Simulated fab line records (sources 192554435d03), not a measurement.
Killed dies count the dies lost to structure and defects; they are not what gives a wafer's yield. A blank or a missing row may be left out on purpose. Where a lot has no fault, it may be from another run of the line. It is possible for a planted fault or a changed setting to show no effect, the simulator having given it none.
fab line records -- flow n5-finfet -- part 2 of 2: steps 5 to 6 of 6
[record] lots = 21, wafers = 63, last-day = 18
route steps=1938 shown BEOL_M7@1297 BEOL_M8@1334
lots that met no fault: from a run of the same line without faults
start-h: hours from the record's opening day to when the first of the lot's shown wafers began -- wait-h: time in hours since the lot's previous step -- " as in the row above -- L1.1+2: a row that stands for several wafers -- - no value, or no start given -- * or withheld: withheld -- < > ~ a bound
route shown NAME@n: names a module that has steps shown in the file, with the first one's number in the route -- usual: the fault-free wafers' mean and standard deviation -- same: alike in all rows -- chamber/n: place in a boat -- sites: per-site readings -- _std_site: standard deviation of those values -- _edge_site: inner sites' mean taken away from outer sites' mean -- radius-mm: how far each site lies from the wafer's centre -- mask NAME#n: copy n -- behind: the last tool/chamber to shape the wafer -- hold: what put the lot on hold/how long, in hours/how the hold closed -- device: names the non-switching transistor (n, p or np) -- end of line: tests of these same wafers at the route's end -- a step with no rows: only its recipe -- killed: dies lost to structure and defects at the first sort, not the wafer's yield -- map: dies across one wafer; x = killed, . = not, _ = none there
set.NAME: setting as actually run; set.NAME@STEP: the setting as run at that earlier step -- model.NAME: the simulator's own value behind a step, which no gauge read
one table for each step of the route and one row for each wafer, over a sample of lots
services: a tool's chamber out of use, with start hour (start-h, from the record's first day; less than 0 if before it), hours out, and reason
[[steps]]
[step N5_BEOL_M8_ETCH_61]
[recipe] chemistry = CF4, target = SiARC, target-depth-a = 455, mask-material = CAR-ArF, time-s = 75.8, ion-energy-ev = 80, pressure-mtorr = 40, source-w = 545, bias-w = 36, Ar_flow_sccm = 100, cf4-flow-sccm = 100, ends = cleared
[usual] chamber-pressure-mTorr = 40.00/0.039, drypump-motor-current-A = 5.7/0.53, etch-rf-on-time-s = 74.7/2, oes-product-au = 0.70/0.075, rf-vpp-V = 184.6/1, showerhead-plenum-p-Torr = 2.18/0.065, throttle-valve-pct = 15.53/0.21
lot.wafer,tool,chamber,start-h,wait-h,chamber-pressure-mTorr,drypump-motor-current-A,etch-rf-on-time-s,oes-product-au,rf-hours-counter-h,rf-vpp-V,showerhead-plenum-p-Torr,throttle-valve-pct
L074.1,rie-diel-03,2,212.76,0.0,40.04,5.0,73.6,0.69,83,185.4,2.17,15.84
L074.3,rie-diel-03,3,212.76,0.0,40.02,6.0,72.8,0.69,111,182.0,2.07,15.62
L074.6,rie-diel-03,1,212.76,0.0,39.97,5.5,72.2,0.62,-,185.4,2.21,15.69
L075.1,rie-diel-03,3,223.62,0.0,39.94,6.0,75.0,0.68,116,181.7,2.06,15.62
L075.3,rie-diel-03,1,223.62,0.0,40.00,5.5,73.4,0.61,198,184.6,2.20,15.71
L075.4,rie-diel-03,2,223.62,0.0,40.04,5.0,73.8,0.69,88,183.3,2.17,15.84
L076.1,rie-diel-01,3,231.21,0.0,40.05,6.5,71.6,0.81,8,185.3,2.19,15.30
L076.3,rie-diel-01,2,231.21,0.0,40.01,5.2,73.3,0.71,77,186.1,2.26,15.45
L076.6,rie-diel-01,0,231.21,0.0,40.04,6.3,77.5,0.64,-,185.7,2.22,15.49
L079.1,rie-diel-01,2,234.33,0.0,40.03,5.2,72.4,0.71,79,186.1,2.26,15.44
L079.3,rie-diel-01,1,234.33,0.0,40.01,5.8,73.8,0.87,1,185.5,2.30,15.19
L079.4,rie-diel-01,3,234.33,0.0,39.96,6.5,72.7,0.81,10,184.3,2.19,15.31
L077.1,rie-diel-03,2,234.38,0.0,39.95,5.0,74.4,0.69,92,184.3,2.17,15.83
L077.3,rie-diel-03,3,234.38,0.0,40.01,6.0,74.9,0.68,120,183.1,2.06,15.60
L077.6,rie-diel-03,1,234.38,0.0,39.99,5.5,73.3,0.61,-,185.6,2.20,15.71
L078.2,rie-diel-01,0,238.33,0.0,39.99,6.4,77.3,0.63,139,184.5,2.22,15.52
L078.4,rie-diel-01,3,238.33,0.0,40.00,6.5,71.6,0.81,12,185.3,2.19,15.31
L078.5,rie-diel-01,1,238.33,0.0,40.00,5.7,73.6,0.85,-,184.3,2.30,15.20
L080.2,rie-diel-03,2,250.41,0.0,39.99,5.0,72.8,0.69,99,184.3,2.17,15.86
L080.4,rie-diel-03,1,250.41,0.0,39.99,5.5,72.4,0.61,208,184.6,2.20,15.74
L080.5,rie-diel-03,3,250.41,0.0,39.98,5.9,72.7,0.68,-,182.0,2.06,15.66
L081.1,rie-diel-01,0,253.41,0.0,39.99,6.3,77.0,0.62,146,185.4,2.22,15.53
L081.4,rie-diel-01,1,253.41,0.0,40.00,5.8,72.5,0.84,10,185.5,2.29,15.20
L081.5,rie-diel-01,0,253.41,0.0,39.99,6.3,76.5,0.63,-,184.9,2.22,15.51
L083.1,rie-diel-06,1,253.86,0.0,40.04,6.6,76.2,0.60,227,183.7,2.19,15.68
L083.5,rie-diel-06,1,253.86,0.0,39.97,6.6,76.4,0.60,-,182.8,2.19,15.69
L083.6,rie-diel-06,2,253.86,0.0,40.03,6.3,73.7,0.83,-,184.8,2.10,15.23
L082.1,rie-diel-03,3,256.05,0.0,39.97,5.9,73.2,0.67,130,182.9,2.06,15.65
L082.3,rie-diel-03,0,256.05,0.0,40.00,5.2,76.0,0.72,60,185.3,2.16,15.34
L082.5,rie-diel-03,3,256.05,0.0,40.04,6.0,73.1,0.67,-,183.9,2.06,15.67
L085.3,rie-diel-01,0,268.17,0.0,40.08,6.3,77.3,0.62,153,185.2,2.22,15.51
L085.5,rie-diel-01,3,268.17,0.0,39.99,6.6,72.2,0.77,-,185.0,2.18,15.34
L085.6,rie-diel-01,0,268.17,0.0,40.07,6.3,77.4,0.62,-,183.7,2.22,15.50
L086.1,rie-diel-03,1,285.93,0.0,40.01,5.5,73.5,0.60,223,183.9,2.20,15.75
L086.3,rie-diel-03,2,285.93,0.0,40.05,5.0,74.3,0.67,115,184.0,2.16,15.90
L086.4,rie-diel-03,0,285.93,0.0,39.98,5.2,77.2,0.71,71,184.5,2.15,15.37
L087.2,rie-diel-03,3,286.75,0.0,40.01,6.0,73.6,0.67,140,184.0,2.06,15.67
L087.3,rie-diel-03,0,286.75,0.0,39.98,5.2,77.5,0.71,71,185.2,2.15,15.36
L087.5,rie-diel-03,1,286.75,0.0,40.03,5.4,73.9,0.60,-,184.6,2.20,15.77
L089.1,rie-diel-06,3,296.55,0.0,40.00,5.4,77.2,0.75,34,186.3,2.26,15.44
L089.5,rie-diel-06,3,296.55,0.0,40.05,5.4,77.5,0.75,-,185.8,2.26,15.44
L089.6,rie-diel-06,1,296.55,0.0,39.99,6.6,75.5,0.59,-,183.1,2.19,15.73
L088.1,rie-diel-03,3,303.08,0.0,39.97,6.0,73.7,0.66,145,183.4,2.05,15.68
L088.4,rie-diel-03,1,303.08,0.0,40.06,5.5,74.3,0.59,230,183.7,2.19,15.74
L088.5,rie-diel-03,3,303.08,0.0,39.96,5.9,73.3,0.67,-,183.6,2.05,15.69
L091.3,rie-diel-01,0,308.50,0.0,39.99,6.3,77.8,0.61,168,185.0,2.21,15.55
L091.4,rie-diel-01,2,308.50,0.0,39.88,5.2,73.6,0.68,109,184.0,2.25,15.51
L091.6,rie-diel-01,2,308.50,0.0,39.94,5.2,73.1,0.69,-,184.8,2.25,15.50
L090.1,rie-diel-06,3,311.96,0.0,40.03,5.4,78.0,0.74,41,186.2,2.26,15.45
L090.3,rie-diel-06,0,311.96,0.0,40.02,5.7,78.1,0.83,5,184.8,2.20,15.26
L090.5,rie-diel-06,0,311.96,0.0,40.10,5.7,77.9,0.83,-,185.4,2.20,15.26
L092.3,rie-diel-01,1,328.33,0.0,40.02,5.8,74.1,0.77,40,185.5,2.28,15.25
L092.4,rie-diel-01,2,328.33,0.0,40.02,5.2,73.8,0.68,115,184.3,2.25,15.52
L092.6,rie-diel-01,3,328.33,0.0,40.01,6.5,73.4,0.74,-,184.0,2.18,15.36
L094.1,rie-diel-06,1,341.47,0.0,39.97,6.6,74.5,0.85,2,184.1,2.18,15.23
L094.5,rie-diel-06,3,341.47,0.0,40.03,5.4,76.9,0.72,-,184.2,2.26,15.48
L094.6,rie-diel-06,0,341.47,0.0,40.05,5.8,76.8,0.79,-,185.6,2.20,15.27
L096.1,rie-diel-03,0,348.70,0.0,40.09,5.2,77.7,0.69,90,183.7,2.15,15.41
L096.5,rie-diel-03,0,348.70,0.0,39.93,5.2,77.1,0.69,-,184.2,2.15,15.40
L096.6,rie-diel-03,3,348.70,0.0,39.90,5.9,73.1,0.65,-,183.0,2.05,15.73
L095.2,rie-diel-01,0,350.08,0.0,40.01,6.3,76.8,0.61,182,186.7,2.21,15.58
L095.4,rie-diel-01,3,350.08,0.0,39.98,6.6,72.7,0.73,55,183.3,2.17,15.40
L095.6,rie-diel-01,2,350.08,0.0,40.02,5.2,72.4,0.68,-,185.3,2.24,15.52
[step N5_BEOL_M8_ETCH_62]
[recipe] chemistry = N2/H2, target = SOC, target-depth-a = 1100, overetch-a = 220, mask-material = SiARC, temp-c = 40, time-s = 165, ion-energy-ev = 200, pressure-mtorr = 30, source-w = 840, bias-w = 150, n2-flow-sccm = 200, h2-flow-sccm = 200
[usual] chamber-pressure-mTorr = 30.001/0.028, drypump-motor-current-A = 5.7/0.53, n2-flow-sccm = 200.0/0.67, oes-product-au = 0.69/0.072, rf-vpp-V = 525.4/2.2, showerhead-plenum-p-Torr = 2.59/0.079, temp-c = 40.00/0.11, throttle-valve-pct = 17.72/0.27
[same] time-s = 165
lot.wafer,tool,chamber,start-h,wait-h,chamber-pressure-mTorr,drypump-motor-current-A,n2-flow-sccm,oes-product-au,rf-hours-counter-h,rf-vpp-V,showerhead-plenum-p-Torr,temp-c,throttle-valve-pct
L074.1,rie-diel-03,2,212.82,0.0,29.989,5.0,199.8,0.68,83,525.6,2.59,39.94,18.19
L074.3,rie-diel-03,3,212.82,0.0,30.024,5.9,199.4,0.68,111,522.6,2.44,40.03,17.66
L074.6,rie-diel-03,1,212.82,0.0,30.029,5.5,198.6,0.61,-,527.6,2.63,39.95,17.89
L075.1,rie-diel-03,3,223.68,0.0,30.029,5.9,200.6,0.67,116,521.6,2.43,40.12,17.67
L075.3,rie-diel-03,1,223.68,0.0,29.983,5.5,199.7,0.60,198,526.2,2.62,39.93,17.91
L075.4,rie-diel-03,2,223.68,0.0,29.998,5.0,200.3,0.68,88,524.4,2.58,39.85,18.20
L076.1,rie-diel-01,3,231.27,0.0,29.947,6.6,200.0,0.78,8,526.0,2.60,40.15,17.53
L076.3,rie-diel-01,2,231.27,0.0,29.982,5.2,200.1,0.68,77,529.6,2.70,39.96,17.77
L076.6,rie-diel-01,0,231.27,0.0,29.972,6.3,200.5,0.64,-,527.5,2.65,39.95,17.63
L079.1,rie-diel-01,2,234.38,0.0,30.015,5.2,198.6,0.70,79,527.3,2.70,40.10,17.75
L079.3,rie-diel-01,1,234.38,0.0,29.990,5.8,199.6,0.85,1,528.8,2.69,40.02,17.11
L079.4,rie-diel-01,3,234.38,0.0,30.031,6.6,200.7,0.78,10,525.5,2.60,40.12,17.52
L077.1,rie-diel-03,2,234.44,0.0,29.972,5.0,199.0,0.68,92,524.8,2.58,40.12,18.23
L077.3,rie-diel-03,3,234.44,0.0,29.998,6.0,200.7,0.67,120,522.8,2.43,39.99,17.67
L077.6,rie-diel-03,1,234.44,0.0,29.986,5.5,200.4,0.59,-,526.8,2.62,40.15,17.92
L078.2,rie-diel-01,0,238.39,0.0,29.980,6.3,199.6,0.63,139,528.0,2.65,40.00,17.62
L078.4,rie-diel-01,3,238.39,0.0,29.988,6.6,200.7,0.77,12,525.6,2.60,40.08,17.52
L078.5,rie-diel-01,1,238.39,0.0,29.980,5.8,200.6,0.84,-,528.6,2.69,40.11,17.11
L080.2,rie-diel-03,2,250.47,0.0,29.966,5.0,200.2,0.67,99,525.1,2.58,39.76,18.22
L080.4,rie-diel-03,1,250.47,0.0,30.007,5.4,200.2,0.60,208,525.7,2.62,40.06,17.92
L080.5,rie-diel-03,3,250.47,0.0,30.072,5.9,199.7,0.65,-,523.0,2.43,39.99,17.68
L081.1,rie-diel-01,0,253.47,0.0,29.965,6.3,200.7,0.63,146,526.5,2.65,39.92,17.64
L081.4,rie-diel-01,1,253.47,0.0,30.007,5.8,200.0,0.80,10,529.2,2.69,39.97,17.13
L081.5,rie-diel-01,0,253.47,0.0,29.906,6.3,199.8,0.63,-,526.9,2.65,39.98,17.65
L083.1,rie-diel-06,1,253.92,0.0,30.019,6.6,200.2,0.60,227,527.1,2.61,39.94,17.78
L083.5,rie-diel-06,1,253.92,0.0,29.985,6.6,199.4,0.59,-,526.2,2.61,39.81,17.80
L083.6,rie-diel-06,2,253.92,0.0,29.978,6.3,200.1,0.81,-,523.8,2.51,39.95,17.61
L082.1,rie-diel-03,3,256.11,0.0,29.984,5.9,200.5,0.66,130,520.9,2.43,40.01,17.70
L082.3,rie-diel-03,0,256.11,0.0,30.004,5.2,199.6,0.71,60,524.3,2.58,40.25,17.56
L082.5,rie-diel-03,3,256.11,0.0,29.996,6.0,200.8,0.66,-,521.5,2.43,40.10,17.69
L085.3,rie-diel-01,0,268.23,0.0,29.985,6.3,200.8,0.63,153,526.8,2.64,39.94,17.67
L085.5,rie-diel-01,3,268.23,0.0,29.950,6.6,200.4,0.75,-,525.0,2.60,39.94,17.56
L085.6,rie-diel-01,0,268.23,0.0,30.046,6.3,200.1,0.63,-,526.6,2.64,39.98,17.67
L086.1,rie-diel-03,1,285.98,0.0,30.036,5.5,200.4,0.59,224,525.4,2.61,39.96,17.93
L086.3,rie-diel-03,2,285.98,0.0,30.094,5.0,198.4,0.66,115,523.8,2.57,40.12,18.25
L086.4,rie-diel-03,0,285.98,0.0,30.025,5.2,200.1,0.71,71,524.2,2.57,40.23,17.59
L087.2,rie-diel-03,3,286.80,0.0,30.023,6.0,200.3,0.65,140,521.5,2.42,39.99,17.71
L087.3,rie-diel-03,0,286.80,0.0,30.003,5.2,200.4,0.71,71,524.2,2.57,39.81,17.61
L087.5,rie-diel-03,1,286.80,0.0,29.987,5.5,199.7,0.58,-,525.9,2.61,40.06,17.95
L089.1,rie-diel-06,3,296.61,0.0,30.019,5.4,199.7,0.76,34,528.6,2.69,40.00,17.62
L089.5,rie-diel-06,3,296.61,0.0,29.990,5.4,199.8,0.75,-,528.3,2.69,39.96,17.63
L089.6,rie-diel-06,1,296.61,0.0,30.013,6.6,199.4,0.59,-,524.8,2.60,40.16,17.82
L088.1,rie-diel-03,2,303.14,0.0,30.007,5.0,200.1,0.65,120,524.2,2.57,40.14,18.27
L088.4,rie-diel-03,1,303.14,0.0,29.977,5.5,199.7,0.58,230,525.5,2.61,39.85,17.96
L088.5,rie-diel-03,2,303.14,0.0,30.006,5.0,199.7,0.65,-,523.6,2.57,40.17,18.27
L091.3,rie-diel-01,0,308.55,0.0,30.031,6.3,199.6,0.62,168,525.9,2.64,40.17,17.67
L091.4,rie-diel-01,2,308.55,0.0,30.030,5.2,200.3,0.67,109,527.3,2.69,40.02,17.81
L091.6,rie-diel-01,2,308.55,0.0,30.030,5.2,200.0,0.66,-,526.9,2.69,40.11,17.82
L090.1,rie-diel-06,3,312.02,0.0,29.978,5.4,198.9,0.74,41,528.4,2.69,39.94,17.65
L090.3,rie-diel-06,0,312.02,0.0,30.003,5.7,199.5,0.83,5,525.1,2.60,39.96,17.49
L090.5,rie-diel-06,0,312.02,0.0,29.983,5.7,199.9,0.83,-,524.5,2.60,39.89,17.49
L092.3,rie-diel-01,1,328.39,0.0,30.028,5.8,199.2,0.76,40,527.2,2.68,39.92,17.18
L092.4,rie-diel-01,2,328.39,0.0,29.974,5.2,199.3,0.66,115,528.0,2.69,39.95,17.83
L092.6,rie-diel-01,3,328.39,0.0,30.071,6.6,199.2,0.72,-,525.8,2.59,40.26,17.59
L094.1,rie-diel-06,1,341.52,0.0,30.021,6.6,200.1,0.85,2,524.3,2.60,39.65,17.43
L094.5,rie-diel-06,3,341.52,0.0,30.022,5.4,198.7,0.72,-,527.4,2.68,40.00,17.66
L094.6,rie-diel-06,0,341.52,0.0,29.917,5.7,200.0,0.80,-,525.4,2.60,40.10,17.51
L096.1,rie-diel-03,0,348.75,0.0,30.033,5.2,199.7,0.69,91,526.1,2.56,40.03,17.62
L096.5,rie-diel-03,0,348.75,0.0,30.047,5.2,199.6,0.69,-,526.8,2.56,40.01,17.63
L096.6,rie-diel-03,3,348.75,0.0,29.975,6.0,200.3,0.63,-,522.1,2.41,39.90,17.75
L095.2,rie-diel-01,0,350.14,0.0,30.012,6.3,200.7,0.61,182,527.0,2.63,40.02,17.70
L095.4,rie-diel-01,3,350.14,0.0,30.013,6.6,200.8,0.71,55,524.6,2.58,40.05,17.61
L095.6,rie-diel-01,2,350.14,0.0,30.012,5.2,201.8,0.66,-,526.9,2.68,40.09,17.83
[[services]]
tool,chamber,start-h,hours,kind
rie-diel-06,-,183.10,0.2,repair
rie-diel-03,3,184.82,4.3,repair
rie-diel-01,3,188.14,-,clean
rie-diel-01,3,188.14,-,consumable-replace:focus-ring
rie-diel-01,3,188.14,25.6,scheduled-down
rie-diel-01,3,188.14,25.6,vent-cycle
rie-diel-02,0,190.78,2.9,repair
rie-diel-02,3,201.95,4.0,repair
rie-diel-05,3,210.20,15.3,repair
rie-diel-06,-,233.19,15.6,pm
rie-diel-06,3,251.02,9.4,repair
rie-diel-03,3,259.60,4.2,repair
rie-diel-06,0,263.94,4.2,repair
rie-diel-02,3,264.08,11.4,repair
rie-diel-02,-,271.71,2.8,pm
rie-diel-06,-,277.23,4.3,pm
rie-diel-01,0,287.50,1.8,repair
rie-diel-02,-,300.28,4.0,repair
rie-diel-03,0,303.24,7.5,repair
rie-diel-06,2,309.91,2.8,repair
rie-diel-03,1,321.25,4.6,repair
rie-diel-02,0,322.58,9.6,repair
rie-diel-04,1,330.34,2.0,repair
rie-diel-02,-,337.47,0.7,repair
